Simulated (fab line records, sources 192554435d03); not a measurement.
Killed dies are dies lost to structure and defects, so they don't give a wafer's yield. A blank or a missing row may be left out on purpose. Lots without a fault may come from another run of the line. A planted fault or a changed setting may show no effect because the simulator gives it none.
fab line records | flow n5_finfet
record lots=11 wafers=32 last_day=18
route steps=1938 shown BEOL_M5@1113 PASSIVATION@1936
lots that met no fault: from a run of the same line without faults
start_h: hours from the record's first day to the start of the lot's first wafer shown | wait_h: hours since the lot's step before | " the same as in the row above | L1.1+2: a row that stands for several wafers | - no value, or no start given | * or withheld: withheld | < > ~ a bound
route shown NAME@n: a module of which the file shows steps, and the number in the route of the first | usual: mean/standard deviation of fault-free wafers | same: alike in all rows | chamber/n: place in a boat | sites: the reading at each site | _std_site: their standard deviation | _edge_site: outer sites' mean less inner sites' | radius_mm: how far each site lies from the wafer's centre | mask NAME#n: copy n | behind: the tool/chamber that last shaped the wafer | hold: why the lot was held/for how many hours/how that ended | device: the transistor (n, p or np) that didn't switch | end of line: the same wafers' tests at the end of the route | a step without rows: its recipe alone | killed: dies lost to structure and defects at the first sort, not the wafer's yield | map: a wafer's dies, x killed, . not, _ none there
set.NAME: the setting as run; set.NAME@STEP: as run at that earlier step | model.NAME: the simulator's own value behind a step, which no gauge read
steps of the route over a sample of lots; a table a step, a row a wafer
services: from which hour (start_h, from the record's first day; less than 0 if before it) a tool's chamber was out of use, for how many hours, and why
## steps
# step N5_BEOL_M5_CURE_79
# recipe temp_c=385 time_s=240 ambient=He/Ar material=SiCOH_lowk
# usual lamp_power_pct=52.31/0.059 wafer_temp_C_max=386.9/0.64
# columns lot.wafer tool chamber start_h wait_h lamp_power_pct wafer_temp_C_max
L782.2 uv_cure-01 2 217.47 1.0 52.33 387.6
L782.3 " 2 " " 52.27 387.7
L782.6 " 2 " " 52.21 388.2
L784.4 uv_cure-02 2 220.39 0.3 52.33 386.7
L784.5 " 2 " " 52.25 386.7
L784.6 " 2 " " 52.32 386.2
L786.2 uv_cure-01 0 223.66 0.1 52.41 387.1
L786.4 " 0 " " 52.32 386.2
L786.5 " 0 " " 52.23 386.5
L787.1 uv_cure-01 1 234.38 0.0 52.29 386.3
L787.4 " 1 " " 52.25 387.7
L787.6 " 1 " " 52.23 387.3
L789.1 uv_cure-02 1 252.91 0.0 52.31 386.3
L789.2 " 1 " " 52.37 386.7
L789.3 " 1 " " 52.32 386.4
L794.1 uv_cure-03 2 272.48 0.5 52.41 386.6
L794.3 " 2 " " 52.39 386.6
L794.6 " 2 " " 52.40 387.0
L793.1 uv_cure-03 2 276.73 0.0 52.26 387.3
L793.5 " 2 " " 52.41 387.0
L793.6 " 2 " " 52.36 387.5
L792.1 uv_cure-01 2 277.71 0.0 52.46 387.7
L792.4 " 2 " " 52.25 387.0
L792.5 " 2 " " 52.22 387.1
L796.1 uv_cure-01 0 286.84 0.0 52.26 385.9
L796.2 " 0 " " 52.48 385.8
L796.3 " 0 " " 52.27 386.4
L798.3 uv_cure-02 0 307.82 0.2 52.40 387.4
L798.4 " 0 " " 52.34 387.4
L798.6 " 0 " " 52.17 387.7
L801.2 uv_cure-03 2 319.88 0.2 52.23 386.8
L801.5 " 2 " " 52.29 387.0
# step N5_BEOL_M5_OVL_MEAS_12
# recipe points_per_wafer=522
# usual M5_OVL=0.6/0.54
# same points_per_wafer=522
# columns lot.wafer tool chamber start_h wait_h M5_OVL[nm]
L782.2 overlay-02 0 218.75 0.0 0.6
L782.3 " 0 " " 0.9
L782.6 " 0 " " 0.9
L784.4 overlay-01 0 222.40 0.0 1.5
L784.5 " 0 " " 1.4
L784.6 " 0 " " 0.7
L786.2 overlay-01 0 224.62 0.0 0.8
L786.4 " 0 " " 1.6
L786.5 " 0 " " 1.9
L787.1 overlay-01 0 235.69 0.0 0.2
L787.4 " 0 " " 0.8
L787.6 " 0 " " 0.0
L789.1 overlay-01 0 254.28 0.0 0.4
L789.2 " 0 " " 0.6
L789.3 " 0 " " 0.8
L794.1 overlay-02 0 274.05 0.0 0.2
L794.3 " 0 " " 0.3
L794.6 " 0 " " 0.6
L793.1 overlay-02 0 280.16 0.0 -0.2
L793.5 " 0 " " 0.4
L793.6 " 0 " " -0.1
L792.1 overlay-02 0 281.52 0.0 0.3
L792.4 " 0 " " 0.2
L792.5 " 0 " " -0.3
L796.1 overlay-02 0 288.86 0.0 -0.5
L796.2 " 0 " " 1.4
L796.3 " 0 " " 1.2
L798.3 overlay-02 0 311.30 0.0 0.7
L798.4 " 0 " " -0.2
L798.6 " 0 " " -0.2
L801.2 overlay-02 0 321.75 0.0 0.8
L801.5 " 0 " " 1.2
# step N5_BEOL_M5_COAT_74
# recipe resist=underlayer temp_c=205 time_s=60 spin_rpm=1500 resist_thk_nm=5
# usual chill_plate_temp_C=22.99/0.11 spin_speed_rpm=1500.1/0.9
# columns lot.wafer tool chamber start_h wait_h chill_plate_temp_C spin_speed_rpm
L782.2 litho_track-03 0 221.63 - 22.98 1499.5
L782.3 " 0 " " 22.86 1499.8
L782.6 " 0 " " 23.03 1500.1
L784.4 litho_track-05 0 223.30 - 23.09 1500.1
L784.5 " 0 " " 23.06 1499.6
L784.6 " 0 " " 23.12 1498.7
L786.2 litho_track-03 0 228.02 - 22.97 1499.8
L786.4 " 0 " " 22.85 1500.5
L786.5 " 0 " " 23.06 1499.7
L787.1 litho_track-02 0 239.04 - 23.08 1501.5
L787.4 " 0 " " 22.95 1500.0
L787.6 " 0 " " 22.85 1500.3
L789.1 litho_track-05 0 255.60 - 23.15 1500.7
L789.2 " 0 " " 23.19 1500.8
L789.3 " 0 " " 23.21 1500.5
L794.1 litho_track-05 0 274.74 - 22.97 1825.8
L794.3 " 0 " " 22.90 1826.1
L794.6 " 0 " " 22.94 1828.2
L793.1 litho_track-02 0 280.89 - 23.08 1499.4
L793.5 " 0 " " 22.92 1500.5
L793.6 " 0 " " 22.85 1501.6
L792.1 litho_track-02 0 284.51 - 23.09 1501.5
L792.4 " 0 " " 22.96 1499.4
L792.5 " 0 " " 23.06 1499.8
L796.1 litho_track-05 0 291.88 - 22.95 1826.6
L796.2 " 0 " " 23.04 1825.4
L796.3 " 0 " " 22.96 1824.4
L798.3 litho_track-02 0 311.85 - 22.83 1498.4
L798.4 " 0 " " 22.85 1498.7
L798.6 " 0 " " 22.82 1499.4
L801.2 litho_track-03 0 323.09 - 22.86 1501.0
L801.5 " 0 " " 22.83 1500.8
# step N5_BEOL_M5_INSPECT_30
# recipe mode=adi inspect_instrument=brightfield
# usual raw_defect_count=411/93
# columns lot.wafer tool chamber start_h wait_h raw_defect_count
L782.2 defect_inspect-01 - 221.99 0.0 356
L782.3 " - " " 392
L782.6 " - " " 350
L784.4 defect_inspect-01 - 223.79 0.0 422
L784.5 " - " " 375
L784.6 " - " " 508
L786.2 defect_inspect-01 - 228.38 0.0 471
L786.4 " - " " 409
L786.5 " - " " 327
L787.1 defect_inspect-01 - 239.53 0.1 300
L787.4 " - " " 439
L787.6 " - " " 322
L789.1 defect_inspect-01 - 256.08 0.1 357
L789.2 " - " " 300
L789.3 " - " " 484
L794.1 defect_inspect-02 - 275.15 0.1 431
L794.3 " - " " 395
L794.6 " - " " 537
L793.1 defect_inspect-02 - 281.25 0.1 359
L793.5 " - " " 360
L793.6 " - " " 555
L792.1 defect_inspect-01 - 284.91 0.1 425
L792.4 " - " " 343
L792.5 " - " " 407
L796.1 defect_inspect-01 - 292.24 0.1 479
L796.2 " - " " 330
L796.3 " - " " 283
L798.3 defect_inspect-02 - 312.21 0.0 459
L798.4 " - " " 574
L798.6 " - " " 612
L801.2 defect_inspect-01 - 323.45 0.0 480
L801.5 " - " " 297
# step N5_BEOL_M5_ETCH_75
# recipe chemistry=N2/H2 target=underlayer target_depth_a=65 mask_material=CAR-EUV time_s=5.2 ion_energy_ev=200 pressure_mtorr=30 source_w=840 bias_w=150 n2_flow_sccm=200 h2_flow_sccm=200 ends=cleared
# usual drypump_motor_current_A=5.7/0.45 etch_rf_on_time_s=5.25/0.18 oes_product_au=0.68/0.073 rf_vpp_V=523.7/2.7 showerhead_plenum_p_Torr=2.55/0.078 throttle_valve_pct=17.97/0.28
# columns lot.wafer tool chamber start_h wait_h drypump_motor_current_A etch_rf_on_time_s oes_product_au rf_hours_counter_h rf_vpp_V showerhead_plenum_p_Torr throttle_valve_pct
L782.2 rie_diel-03 3 222.10 0.0 6.4 5.05 0.75 64 524.8 2.62 18.43
L782.3 " 0 " " 5.1 5.39 0.61 212 523.8 2.54 18.08
L782.6 " 3 " " 6.4 5.01 0.74 - 523.7 2.62 18.42
L784.4 rie_diel-06 2 223.85 0.0 6.1 5.37 0.59 232 524.0 2.50 17.97
L784.5 " 3 " " 6.2 5.20 0.73 - 526.7 2.59 17.83
L784.6 " 2 " " 6.1 5.29 0.58 - 525.4 2.50 17.92
L786.2 rie_diel-03 2 228.45 0.0 5.3 5.09 0.77 18 523.5 2.51 17.50
L786.4 " 3 " " 6.4 5.00 0.73 66 523.4 2.61 18.41
L786.5 " 1 " " 5.3 5.42 0.74 - 529.0 2.69 17.82
L787.1 rie_diel-04 1 239.91 0.0 5.2 5.18 0.61 218 521.8 2.50 17.81
L787.4 " 2 " " 5.7 5.00 0.60 243 518.2 2.42 18.52
L787.6 " 3 " " 5.2 5.29 0.72 - 522.1 2.48 17.83
L789.1 rie_diel-06 2 256.35 0.0 6.0 5.35 0.58 245 521.2 2.49 17.96
L789.2 " 3 " " 6.2 5.16 0.73 61 524.4 2.58 17.80
L789.3 " 1 " " 5.7 5.27 0.61 200 521.2 2.52 18.10
L794.1 rie_diel-04 0 275.34 0.0 5.9 4.64 0.60 216 522.4 2.53 18.28
L794.3 " 1 " " 5.3 4.66 0.58 235 521.7 2.50 17.87
L794.6 " 3 " " 5.2 4.88 0.69 - 521.1 2.47 17.88
L793.1 rie_diel-06 0 281.32 0.0 5.2 5.57 0.67 106 519.1 2.44 17.59
L793.5 " 1 " " 5.7 5.22 0.60 - 523.7 2.52 18.12
L793.6 " 0 " " 5.2 5.50 0.66 - 519.8 2.44 17.60
L792.1 rie_diel-03 0 285.22 0.0 5.1 5.34 0.60 224 523.5 2.53 18.09
L792.4 " 1 " " 5.4 5.40 0.72 47 529.3 2.68 17.88
L792.5 " 1 " " 5.4 5.37 0.71 - 528.7 2.68 17.87
L796.1 rie_diel-03 3 292.84 0.0 6.4 4.58 0.72 78 527.4 2.61 18.44
L796.2 " 2 " " 5.3 4.64 0.74 32 521.5 2.51 17.51
L796.3 " 1 " " 5.4 4.87 0.72 50 530.2 2.68 17.84
L798.3 rie_diel-03 3 312.28 0.0 6.4 5.03 0.72 85 524.1 2.61 18.48
L798.4 " 3 " " 6.3 4.97 0.73 - 521.8 2.61 18.46
L798.6 " 0 " " 5.1 5.41 0.58 - 523.5 2.53 18.11
L801.2 rie_diel-03 3 323.87 0.0 6.4 5.06 0.71 92 524.9 2.60 18.48
L801.5 " 3 " " 6.4 5.14 0.71 - 523.2 2.60 18.47
# step N5_PASSIVATION_PROBE_49
# usual defect_limited_yield=91.7/1.4 killed_at_M0_to_M3=31/11 killed_at_M4_up=13/4.6 killed_at_contacts=13/6.7 killed_at_front_end=39/9.6 killed_at_other=3.5/2.8 killed_dies=98/16 killed_open=64/11 killed_short=33/8.5 sort_bin_5_function=4.9/0.96 sort_bin_6_memory=3.1/0.59 sort_bin_8_speed=0.2/1.3 sort_n_pass=1080/23 sort_yield_pct=91.5/1.9
# same gross_dies=1180 killed_at_back_side=0 sort_bin_4_leakage[%]=0
# columns lot.wafer tool chamber start_h wait_h defect_limited_yield[%] killed_at_M0_to_M3 killed_at_M4_up killed_at_contacts killed_at_front_end killed_at_other killed_dies killed_open killed_short sort_bin_5_function[%] sort_bin_6_memory[%] sort_bin_8_speed[%] sort_n_pass sort_yield_pct[%]
L789.2 prober-01 - 347.94 0.1 92.8 28 6 11 32 8 85 60 23 4.7 2.3 0 1095 92.8
L789.3 prober-01 - 347.99 0.1 91.4 23 12 32 32 3 102 68 32 4.2 4.0 0 1078 91.4
# killed by level:class
L789.2 MOL_CONTACT_COAG:geometric_particle:open=9 STI_FIN_REVEAL:geometric_particle:open=7 BEOL_M3:geometric_particle:open=7 FIN_SAQP:geometric_particle:open=6 DUMMY_GATE:geometric_particle:open=6 BEOL_M0_SAQP:geometric_particle:short=6 GATE_CUT:geometric_particle:short=5 BEOL_M0_SAQP:geometric_particle:open=5
L789.3 MOL_CONTACT_COAG:geometric_particle:open=25 BEOL_M3:geometric_particle:open=8 MOL_CONTACT_COAG:geometric_particle:short=7 FIN_SAQP:geometric_particle:open=6 STI_FIN_REVEAL:geometric_particle:open=5 GATE_CUT:geometric_particle:short=4 BEOL_M0_SAQP:geometric_particle:open=4 FIN_SAQP:geometric_particle:short=3
## services
# columns tool chamber start_h hours kind
uv_cure-02 - 211.97 7.6 repair
uv_cure-01 - 235.86 1.0 pm
uv_cure-03 - 236.04 1.0 pm
rie_diel-03 - 239.00 15.6 pm
rie_diel-04 2 254.55 - clean
rie_diel-04 2 254.55 - consumable_replace:focus_ring
rie_diel-04 2 254.55 - consumable_replace:showerhead
rie_diel-04 2 254.55 11.3 scheduled_down
rie_diel-04 2 254.55 11.3 vent_cycle
rie_diel-06 0 267.66 4.5 repair
uv_cure-01 - 271.91 2.1 pm
rie_diel-06 2 272.21 - clean
rie_diel-06 2 272.21 - consumable_replace:focus_ring
rie_diel-06 2 272.21 23.9 scheduled_down
rie_diel-06 2 272.21 23.9 vent_cycle
rie_diel-04 3 278.44 4.5 repair
rie_diel-03 2 296.51 115.9 repair
rie_diel-04 3 296.85 3.5 repair
## key
first_sign step=N5_BEOL_M5_COAT_74 reading=spin_speed_rpm direction=up sigmas=99+ usual=* struck=*
effect step=N5_BEOL_M5_ETCH_75 reading=etch_rf_on_time_s direction=down sigmas=3 usual=* struck=*
met_at N5_BEOL_M5_COAT_74
struck_lots L794,L796
not_acting_at N5_BEOL_M5_CURE_79,N5_BEOL_M5_OVL_MEAS_12,N5_BEOL_M5_INSPECT_30
onset_between 255.60 274.74
fault kind=process_parameter_drift tool=litho_track-05 chamber=- onset_h=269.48 steps=N5_BEOL_M5_COAT_74 channel=spin_rpm offset=* shape=step end_h=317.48 acts_in=* stated=*
